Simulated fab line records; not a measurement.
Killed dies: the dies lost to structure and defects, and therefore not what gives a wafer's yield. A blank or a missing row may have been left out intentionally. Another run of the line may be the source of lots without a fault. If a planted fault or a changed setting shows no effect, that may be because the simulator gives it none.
fab line records / flow n5Finfet / part 2 of 2: steps 24 to 33 of 33
record: lots: 5 wafers: 15 lastDay: 18
route steps=1938 shown SD_EPI_N@289 SD_EPI_P@295
lots with no fault: from the same line, run without faults
startH: hours from the record's first day to the start of the lot's first wafer shown / waitH: hours elapsed since this lot's preceding step / " the same as in the row above / L1.1+2: a single row standing in for several wafers / - no value, or no start was given / * or withheld: withheld / < > ~ a bound
route shown NAME@n: a module of which the file shows steps, and the number in the route of the first / usual: mean and standard deviation over wafers with no fault / same: alike in all rows / chamber/n: place in a boat / sites: per-site readings / _std_site: how widely they spread, as a standard deviation / _edge_site: outer sites' mean less inner sites' / radiusMm: how far each site lies from the wafer's centre / mask NAME#n: copy n / behind: the most recent tool/chamber to have shaped the wafer / hold: why the lot was held/for how many hours/how that ended / device: the n, p or np transistor that did not switch / end of line: the same wafers' tests at the end of the route / a step without rows: its recipe alone / killed: the dies lost at the first sort to structure and to defects; this is not the yield of the wafer / map: dies across one wafer; x = killed, . = not, _ = none there
set.NAME: the setting that was run; set.NAME@STEP: the one run at that earlier step / model.NAME: the simulator's own value behind a step, which no gauge read
a table for each step, a row for each wafer; lots at some steps of the route
services: from which hour (startH, from the record's first day; less than 0 if before it) a tool's chamber was out of use, for how many hours, and why
== steps ==
step: N5_SD_EPI_P_ETCH_16
recipe: chemistry: CHF3/O2 target: SiO2 targetDepthA: 50 maskMaterial: SOC pressureMtorr: 30 sourceW: 650 biasW: 170 Ar_flow_sccm: 200 CHF3_flow_sccm: 50 O2_flow_sccm: 5 ionEnergyEv: 200
usual: O2_flow_sccm: 5.001/0.015 drypumpMotorCurrentA: 5.6/0.5 oesProductAu: 0.80/0.086 rfVppV: 522/11 showerheadPlenumPTorr: 2.43/0.068 throttleValvePct: 18.94/0.24
lot.wafer=L075.2 tool=rieDiel-01 chamber=0 startH=64.13 waitH=0.1 O2_flow_sccm=5.014 drypumpMotorCurrentA=6.1 oesProductAu=0.71 rfHoursCounterH=220 rfVppV=549 showerheadPlenumPTorr=2.49 throttleValvePct=19.35
lot.wafer=L075.3 tool=rieDiel-01 chamber=3 startH=64.13 waitH=0.1 O2_flow_sccm=5.006 drypumpMotorCurrentA=6.3 oesProductAu=0.68 rfHoursCounterH=246 rfVppV=517 showerheadPlenumPTorr=2.40 throttleValvePct=19.42
lot.wafer=L075.6 tool=rieDiel-01 chamber=3 startH=64.13 waitH=0.1 O2_flow_sccm=4.985 drypumpMotorCurrentA=6.3 oesProductAu=0.68 rfHoursCounterH=- rfVppV=519 showerheadPlenumPTorr=2.40 throttleValvePct=19.41
lot.wafer=L080.1 tool=rieDiel-01 chamber=1 startH=91.24 waitH=0.1 O2_flow_sccm=5.008 drypumpMotorCurrentA=6.1 oesProductAu=0.74 rfHoursCounterH=170 rfVppV=523 showerheadPlenumPTorr=2.48 throttleValvePct=18.71
lot.wafer=L080.3 tool=rieDiel-01 chamber=2 startH=91.24 waitH=0.1 O2_flow_sccm=5.011 drypumpMotorCurrentA=5.1 oesProductAu=0.92 rfHoursCounterH=16 rfVppV=523 showerheadPlenumPTorr=2.45 throttleValvePct=18.61
lot.wafer=L080.5 tool=rieDiel-01 chamber=1 startH=91.24 waitH=0.1 O2_flow_sccm=5.002 drypumpMotorCurrentA=6.1 oesProductAu=0.74 rfHoursCounterH=- rfVppV=523 showerheadPlenumPTorr=2.48 throttleValvePct=18.71
lot.wafer=L084.1 tool=rieDiel-05 chamber=0 startH=117.48 waitH=0.1 O2_flow_sccm=5.006 drypumpMotorCurrentA=4.7 oesProductAu=0.73 rfHoursCounterH=174 rfVppV=519 showerheadPlenumPTorr=2.49 throttleValvePct=19.02
lot.wafer=L084.3 tool=rieDiel-05 chamber=3 startH=117.48 waitH=0.1 O2_flow_sccm=5.023 drypumpMotorCurrentA=5.0 oesProductAu=0.90 rfHoursCounterH=22 rfVppV=516 showerheadPlenumPTorr=2.37 throttleValvePct=18.78
lot.wafer=L084.6 tool=rieDiel-05 chamber=3 startH=117.48 waitH=0.1 O2_flow_sccm=4.996 drypumpMotorCurrentA=4.9 oesProductAu=0.89 rfHoursCounterH=- rfVppV=515 showerheadPlenumPTorr=2.37 throttleValvePct=18.77
lot.wafer=L088.1 tool=rieDiel-05 chamber=3 startH=140.19 waitH=0.1 O2_flow_sccm=5.008 drypumpMotorCurrentA=5.0 oesProductAu=0.89 rfHoursCounterH=29 rfVppV=515 showerheadPlenumPTorr=2.37 throttleValvePct=18.78
lot.wafer=L088.2 tool=rieDiel-05 chamber=1 startH=140.19 waitH=0.1 O2_flow_sccm=5.001 drypumpMotorCurrentA=5.9 oesProductAu=0.90 rfHoursCounterH=39 rfVppV=521 showerheadPlenumPTorr=2.55 throttleValvePct=19.05
lot.wafer=L088.4 tool=rieDiel-05 chamber=2 startH=140.19 waitH=0.1 O2_flow_sccm=4.986 drypumpMotorCurrentA=5.5 oesProductAu=0.79 rfHoursCounterH=128 rfVppV=513 showerheadPlenumPTorr=2.34 throttleValvePct=19.00
lot.wafer=L090.3 tool=rieDiel-05 chamber=2 startH=150.86 waitH=0.1 O2_flow_sccm=4.976 drypumpMotorCurrentA=5.5 oesProductAu=0.77 rfHoursCounterH=132 rfVppV=515 showerheadPlenumPTorr=2.34 throttleValvePct=19.02
lot.wafer=L090.4 tool=rieDiel-05 chamber=1 startH=150.86 waitH=0.1 O2_flow_sccm=4.987 drypumpMotorCurrentA=5.9 oesProductAu=0.89 rfHoursCounterH=42 rfVppV=523 showerheadPlenumPTorr=2.55 throttleValvePct=19.07
lot.wafer=L090.5 tool=rieDiel-05 chamber=2 startH=150.86 waitH=0.1 O2_flow_sccm=4.986 drypumpMotorCurrentA=5.5 oesProductAu=0.78 rfHoursCounterH=- rfVppV=514 showerheadPlenumPTorr=2.34 throttleValvePct=19.02
step: N5_SD_EPI_P_STRIP_50
recipe: chemistry: CHF3/O2 resist: SiARC rfFrequencyHz: 6e+07
lot.wafer=L075.2+3+6 tool=rieDiel-01 chamber=0,3,3 startH=64.17 waitH=0.0
lot.wafer=L080.1+3+5 tool=rieDiel-01 chamber=1,2,1 startH=91.28 waitH=0.0
lot.wafer=L084.1+3+6 tool=rieDiel-05 chamber=0,3,3 startH=117.52 waitH=0.0
lot.wafer=L088.1+2+4 tool=rieDiel-05 chamber=3,1,2 startH=140.23 waitH=0.0
lot.wafer=L090.3+4+5 tool=rieDiel-05 chamber=2,1,2 startH=150.90 waitH=0.0
step: N5_SD_EPI_P_SD_RECESS_17
recipe: chemistry: HBr/Cl2/O2 targetDepthA: 391 btTimeS: 3 pressureMtorr: 10 icpW: 800 biasW: 112 HBr_flow_sccm: 150 Cl2_flow_sccm: 80 O2_flow_sccm: 12
usual: O2_flow_sccm: 12.00/0.035 drypumpMotorCurrentA: 5.8/0.36 heBacksideLeakSccm: 2.8/0.37 oesProductAu: 1.000/0.016 throttleValvePct: 37.05/0.27
lot.wafer=L075.2 tool=rieSi-04 chamber=2 startH=64.20 waitH=0.0 O2_flow_sccm=12.02 drypumpMotorCurrentA=5.3 heBacksideLeakSccm=3.1 oesProductAu=0.972 rfHoursCounterH=161 throttleValvePct=37.06
lot.wafer=L075.3 tool=rieSi-04 chamber=3 startH=64.20 waitH=0.0 O2_flow_sccm=12.00 drypumpMotorCurrentA=5.8 heBacksideLeakSccm=3.3 oesProductAu=1.022 rfHoursCounterH=122 throttleValvePct=36.96
lot.wafer=L075.6 tool=rieSi-04 chamber=2 startH=64.20 waitH=0.0 O2_flow_sccm=12.04 drypumpMotorCurrentA=5.3 heBacksideLeakSccm=3.3 oesProductAu=0.982 rfHoursCounterH=- throttleValvePct=37.06
lot.wafer=L080.1 tool=rieSi-05 chamber=3 startH=91.32 waitH=0.0 O2_flow_sccm=12.00 drypumpMotorCurrentA=6.4 heBacksideLeakSccm=2.5 oesProductAu=1.002 rfHoursCounterH=46 throttleValvePct=37.14
lot.wafer=L080.3 tool=rieSi-05 chamber=1 startH=91.32 waitH=0.0 O2_flow_sccm=12.03 drypumpMotorCurrentA=5.5 heBacksideLeakSccm=2.3 oesProductAu=0.977 rfHoursCounterH=3 throttleValvePct=37.01
lot.wafer=L080.5 tool=rieSi-05 chamber=3 startH=91.32 waitH=0.0 O2_flow_sccm=12.02 drypumpMotorCurrentA=6.3 heBacksideLeakSccm=4.6 oesProductAu=0.997 rfHoursCounterH=- throttleValvePct=37.11
lot.wafer=L084.1 tool=rieSi-05 chamber=0 startH=117.55 waitH=0.0 O2_flow_sccm=12.07 drypumpMotorCurrentA=6.5 heBacksideLeakSccm=3.0 oesProductAu=1.002 rfHoursCounterH=148 throttleValvePct=37.15
lot.wafer=L084.3 tool=rieSi-05 chamber=2 startH=117.55 waitH=0.0 O2_flow_sccm=12.05 drypumpMotorCurrentA=5.7 heBacksideLeakSccm=2.7 oesProductAu=0.997 rfHoursCounterH=27 throttleValvePct=36.74
lot.wafer=L084.6 tool=rieSi-05 chamber=0 startH=117.55 waitH=0.0 O2_flow_sccm=12.01 drypumpMotorCurrentA=6.5 heBacksideLeakSccm=3.0 oesProductAu=0.998 rfHoursCounterH=- throttleValvePct=37.16
lot.wafer=L088.1 tool=rieSi-05 chamber=3 startH=140.27 waitH=0.0 O2_flow_sccm=11.98 drypumpMotorCurrentA=6.3 heBacksideLeakSccm=2.7 oesProductAu=1.000 rfHoursCounterH=47 throttleValvePct=37.12
lot.wafer=L088.2 tool=rieSi-05 chamber=1 startH=140.27 waitH=0.0 O2_flow_sccm=12.00 drypumpMotorCurrentA=5.5 heBacksideLeakSccm=2.4 oesProductAu=0.976 rfHoursCounterH=4 throttleValvePct=37.03
lot.wafer=L088.4 tool=rieSi-05 chamber=2 startH=140.27 waitH=0.0 O2_flow_sccm=12.05 drypumpMotorCurrentA=5.7 heBacksideLeakSccm=2.4 oesProductAu=0.997 rfHoursCounterH=27 throttleValvePct=36.74
lot.wafer=L090.3 tool=rieSi-04 chamber=1 startH=150.93 waitH=0.0 O2_flow_sccm=12.01 drypumpMotorCurrentA=5.7 heBacksideLeakSccm=2.6 oesProductAu=1.003 rfHoursCounterH=73 throttleValvePct=37.61
lot.wafer=L090.4 tool=rieSi-04 chamber=0 startH=150.93 waitH=0.0 O2_flow_sccm=11.98 drypumpMotorCurrentA=5.9 heBacksideLeakSccm=2.9 oesProductAu=1.000 rfHoursCounterH=7 throttleValvePct=37.27
lot.wafer=L090.5 tool=rieSi-04 chamber=2 startH=150.93 waitH=0.0 O2_flow_sccm=11.95 drypumpMotorCurrentA=5.3 heBacksideLeakSccm=3.3 oesProductAu=0.967 rfHoursCounterH=- throttleValvePct=37.07
step: N5_SD_EPI_P_WET_ETCH_45
recipe: chemistry: dHF dilution: withheld timeS: 10.7 target: SiO2 targetDepthA: 20 tempC: 25 dry: ipaMarangoni rinseTimeS: 30 rinseTempC: 23
lot.wafer=L075.2+3+6 tool=wetBench-03 chamber=5,2,7 startH=64.30 waitH=0.1
lot.wafer=L080.1+3+5 tool=wetBench-03 chamber=1,6,3 startH=91.41 waitH=0.1
lot.wafer=L084.1+3+6 tool=wetBench-02 chamber=1,3,0 startH=117.64 waitH=0.1
lot.wafer=L088.1+2+4 tool=wetBench-06 chamber=7,1,6 startH=140.36 waitH=0.1
lot.wafer=L090.3+4+5 tool=wetBench-06 chamber=1,2,4 startH=151.03 waitH=0.1
step: N5_SD_EPI_P_STRIP_40
recipe: chemistry: N2/H2 powerW: 1000 tempC: 250 h2Frac: 0.65 overashFraction: 0.3 pressureMtorr: withheld n2FlowSccm: 1750 h2FlowSccm: 3250
usual: drypumpMotorCurrentA: 5.84/0.068 heaterPowerW: 319/31 oesProductAu: 0.759/0.011
lot.wafer=L075.2 tool=plasmaAsher-01 chamber=1 startH=64.35 waitH=0.0 drypumpMotorCurrentA=5.83 heaterPowerW=364 oesProductAu=0.751 rfHoursCounterH=37
lot.wafer=L075.3 tool=plasmaAsher-01 chamber=1 startH=64.35 waitH=0.0 drypumpMotorCurrentA=5.84 heaterPowerW=362 oesProductAu=0.774 rfHoursCounterH=-
lot.wafer=L075.6 tool=plasmaAsher-01 chamber=1 startH=64.35 waitH=0.0 drypumpMotorCurrentA=5.85 heaterPowerW=360 oesProductAu=0.747 rfHoursCounterH=-
lot.wafer=L080.1 tool=plasmaAsher-01 chamber=1 startH=91.46 waitH=0.0 drypumpMotorCurrentA=5.88 heaterPowerW=359 oesProductAu=0.738 rfHoursCounterH=42
lot.wafer=L080.3 tool=plasmaAsher-01 chamber=0 startH=91.46 waitH=0.0 drypumpMotorCurrentA=5.93 heaterPowerW=310 oesProductAu=0.750 rfHoursCounterH=-
lot.wafer=L080.5 tool=plasmaAsher-01 chamber=1 startH=91.46 waitH=0.0 drypumpMotorCurrentA=5.88 heaterPowerW=354 oesProductAu=0.742 rfHoursCounterH=-
lot.wafer=L084.1 tool=plasmaAsher-02 chamber=1 startH=117.70 waitH=0.0 drypumpMotorCurrentA=5.80 heaterPowerW=266 oesProductAu=0.759 rfHoursCounterH=95
lot.wafer=L084.3 tool=plasmaAsher-02 chamber=0 startH=117.70 waitH=0.0 drypumpMotorCurrentA=5.76 heaterPowerW=328 oesProductAu=0.753 rfHoursCounterH=-
lot.wafer=L084.6 tool=plasmaAsher-02 chamber=1 startH=117.70 waitH=0.0 drypumpMotorCurrentA=5.83 heaterPowerW=265 oesProductAu=0.769 rfHoursCounterH=-
lot.wafer=L088.1 tool=plasmaAsher-02 chamber=1 startH=140.45 waitH=0.1 drypumpMotorCurrentA=5.79 heaterPowerW=272 oesProductAu=0.765 rfHoursCounterH=99
lot.wafer=L088.2 tool=plasmaAsher-02 chamber=0 startH=140.45 waitH=0.1 drypumpMotorCurrentA=5.73 heaterPowerW=325 oesProductAu=0.760 rfHoursCounterH=99
lot.wafer=L088.4 tool=plasmaAsher-02 chamber=1 startH=140.45 waitH=0.1 drypumpMotorCurrentA=5.81 heaterPowerW=271 oesProductAu=0.769 rfHoursCounterH=-
lot.wafer=L090.3 tool=plasmaAsher-02 chamber=0 startH=151.10 waitH=0.0 drypumpMotorCurrentA=5.77 heaterPowerW=325 oesProductAu=0.755 rfHoursCounterH=-
lot.wafer=L090.4 tool=plasmaAsher-02 chamber=1 startH=151.10 waitH=0.0 drypumpMotorCurrentA=5.80 heaterPowerW=269 oesProductAu=0.772 rfHoursCounterH=-
lot.wafer=L090.5 tool=plasmaAsher-02 chamber=0 startH=151.10 waitH=0.0 drypumpMotorCurrentA=5.71 heaterPowerW=325 oesProductAu=0.756 rfHoursCounterH=-
step: N5_SD_EPI_P_PRECLEAN_52
recipe: chemistry: O3/DIW timeS: 60 tempC: 22 o3Ppm: 10
usual: bathHeatDutyPct: 2.4/0.42
lot.wafer=L075.2 tool=wetBench-02 chamber=5 startH=64.43 waitH=- bathHeatDutyPct=2.4
lot.wafer=L075.3 tool=wetBench-02 chamber=3 startH=64.43 waitH=- bathHeatDutyPct=2.6
lot.wafer=L075.6 tool=wetBench-02 chamber=4 startH=64.43 waitH=- bathHeatDutyPct=1.7
lot.wafer=L080.1 tool=wetBench-06 chamber=3 startH=91.55 waitH=- bathHeatDutyPct=1.9
lot.wafer=L080.3 tool=wetBench-06 chamber=2 startH=91.55 waitH=- bathHeatDutyPct=2.3
lot.wafer=L080.5 tool=wetBench-06 chamber=6 startH=91.55 waitH=- bathHeatDutyPct=3.1
lot.wafer=L084.1 tool=wetBench-06 chamber=3 startH=117.78 waitH=- bathHeatDutyPct=1.8
lot.wafer=L084.3 tool=wetBench-06 chamber=5 startH=117.78 waitH=- bathHeatDutyPct=1.8
lot.wafer=L084.6 tool=wetBench-06 chamber=6 startH=117.78 waitH=- bathHeatDutyPct=3.3
lot.wafer=L088.1 tool=wetBench-06 chamber=7 startH=140.54 waitH=- bathHeatDutyPct=2.9
lot.wafer=L088.2 tool=wetBench-06 chamber=6 startH=140.54 waitH=- bathHeatDutyPct=2.9
lot.wafer=L088.4 tool=wetBench-06 chamber=2 startH=140.54 waitH=- bathHeatDutyPct=2.2
lot.wafer=L090.3 tool=wetBench-06 chamber=0 startH=151.17 waitH=- bathHeatDutyPct=2.1
lot.wafer=L090.4 tool=wetBench-06 chamber=2 startH=151.17 waitH=- bathHeatDutyPct=2.3
lot.wafer=L090.5 tool=wetBench-06 chamber=1 startH=151.17 waitH=- bathHeatDutyPct=2.3
step: N5_SD_EPI_P_SRD_20
recipe: dry: ipaMarangoni doPpb: 5 timeS: 30 tempC: 23 rinseLiquid: diw
usual: bathHeatDutyPct: 3.6/0.57
lot.wafer=L075.2 tool=wetBench-02 chamber=5 startH=64.45 waitH=0.0 bathHeatDutyPct=3.7
lot.wafer=L075.3 tool=wetBench-02 chamber=3 startH=64.45 waitH=0.0 bathHeatDutyPct=4.3
lot.wafer=L075.6 tool=wetBench-02 chamber=4 startH=64.45 waitH=0.0 bathHeatDutyPct=2.8
lot.wafer=L080.1 tool=wetBench-06 chamber=3 startH=91.59 waitH=0.0 bathHeatDutyPct=3.2
lot.wafer=L080.3 tool=wetBench-06 chamber=2 startH=91.59 waitH=0.0 bathHeatDutyPct=4.0
lot.wafer=L080.5 tool=wetBench-06 chamber=6 startH=91.59 waitH=0.0 bathHeatDutyPct=4.0
lot.wafer=L084.1 tool=wetBench-06 chamber=3 startH=117.80 waitH=0.0 bathHeatDutyPct=3.4
lot.wafer=L084.3 tool=wetBench-06 chamber=5 startH=117.80 waitH=0.0 bathHeatDutyPct=3.1
lot.wafer=L084.6 tool=wetBench-06 chamber=6 startH=117.80 waitH=0.0 bathHeatDutyPct=4.0
lot.wafer=L088.1 tool=wetBench-06 chamber=7 startH=140.56 waitH=0.0 bathHeatDutyPct=4.4
lot.wafer=L088.2 tool=wetBench-06 chamber=6 startH=140.56 waitH=0.0 bathHeatDutyPct=3.4
lot.wafer=L088.4 tool=wetBench-06 chamber=2 startH=140.56 waitH=0.0 bathHeatDutyPct=3.6
lot.wafer=L090.3 tool=wetBench-06 chamber=0 startH=151.19 waitH=0.0 bathHeatDutyPct=5.0
lot.wafer=L090.4 tool=wetBench-06 chamber=2 startH=151.19 waitH=0.0 bathHeatDutyPct=4.0
lot.wafer=L090.5 tool=wetBench-06 chamber=1 startH=151.19 waitH=0.0 bathHeatDutyPct=3.4
step: N5_SD_EPI_P_PRECLEAN_51
recipe: chemistry: NF3:NH3 afsCycles: 1 tempC: 30 timeS: 20 sublimationTempC: 180 sublimationTimeS: 60 pressureTorr: 3 rfPowerW: 30
lot.wafer=L075.2+3+6 tool=epiRpcvd-01 chamber=0 startH=64.53 waitH=0.1
lot.wafer=L080.1+3+5 tool=epiRpcvd-01 chamber=0 startH=91.66 waitH=0.0
lot.wafer=L084.1+3+6 tool=epiRpcvd-01 chamber=0 startH=117.85 waitH=0.0
lot.wafer=L088.1+2+4 tool=epiRpcvd-03 chamber=0 startH=140.61 waitH=0.0
lot.wafer=L090.3+4+5 tool=epiRpcvd-02 chamber=0 startH=151.30 waitH=0.1
step: N5_SD_EPI_P_VAPOR_ETCH_44
recipe: chemistry: NF3/Ar target: SiGe30 tempC: 25 timeS: 3.3 mode: isotropic
lot.wafer=L075.2+3+6 tool=epiRpcvd-01 chamber=0 startH=64.71 waitH=0.1
lot.wafer=L080.1+3+5 tool=epiRpcvd-01 chamber=0 startH=91.84 waitH=0.1
lot.wafer=L084.1+3+6 tool=epiRpcvd-01 chamber=0 startH=118.03 waitH=0.1
lot.wafer=L088.1+2+4 tool=epiRpcvd-03 chamber=0 startH=140.79 waitH=0.1
lot.wafer=L090.3+4+5 tool=epiRpcvd-02 chamber=0 startH=151.48 waitH=0.1
step: N5_SD_EPI_P_EPI_21
recipe: material: SiGe:B dopant: B tempC: 550 pressureTorr: 20 ambient: H2 timeS: 355
lot.wafer=L075.2+3+6 tool=epiRpcvd-01 chamber=0 startH=65.22 waitH=0.5
lot.wafer=L080.1+3+5 tool=epiRpcvd-01 chamber=0 startH=92.02 waitH=0.1
lot.wafer=L084.1+3+6 tool=epiRpcvd-01 chamber=0 startH=118.21 waitH=0.1
lot.wafer=L088.1+2+4 tool=epiRpcvd-03 chamber=0 startH=140.97 waitH=0.1
lot.wafer=L090.3+4+5 tool=epiRpcvd-02 chamber=0 startH=152.32 waitH=0.8
== services ==
tool=arfiScanner-01 chamber=- startH=42.45 hours=4.9 kind=pm
tool=remotePlasma-02 chamber=- startH=45.66 hours=1.0 kind=repair
tool=arfiScanner-03 chamber=- startH=46.14 hours=15.2 kind=repair
tool=arfiScanner-01 chamber=- startH=48.36 hours=3.9 kind=pm
tool=arfiScanner-01 chamber=- startH=54.54 hours=1.3 kind=pm
tool=aldSin-03 chamber=- startH=61.67 hours=1.2 kind=repair
tool=rieSi-04 chamber=0 startH=61.97 hours=29.8 kind=repair
tool=arfiScanner-02 chamber=- startH=63.20 hours=8.0 kind=pm
tool=arfiScanner-02 chamber=- startH=71.20 hours=1.0 kind=pm
tool=rieDiel-01 chamber=0 startH=75.56 hours=1.7 kind=repair
tool=arfiScanner-02 chamber=- startH=79.59 hours=1.0 kind=pm
tool=rieDiel-05 chamber=1 startH=80.42 hours=9.3 kind=repair
tool=aldSin-03 chamber=3 startH=83.57 hours=6.5 kind=repair
tool=arfiScanner-02 chamber=- startH=86.90 hours=1.0 kind=pm
tool=arfiScanner-03 chamber=- startH=92.37 hours=0.8 kind=pm
tool=rieSi-05 chamber=3 startH=98.96 hours=9.6 kind=repair
tool=plasmaAsher-01 chamber=- startH=99.91 hours=6.3 kind=repair
tool=arfiScanner-03 chamber=- startH=102.77 hours=1.0 kind=pm
tool=arfiScanner-03 chamber=- startH=103.77 hours=1.0 kind=pm
tool=arfiScanner-03 chamber=- startH=107.26 hours=1.3 kind=pm
tool=aldSin-03 chamber=3 startH=111.15 hours=14.7 kind=repair
tool=rieDiel-01 chamber=0 startH=117.38 hours=36.7 kind=repair
tool=arfiScanner-02 chamber=- startH=120.21 hours=1.3 kind=pm
tool=epiRpcvd-03 chamber=- startH=132.58 hours=1.4 kind=repair
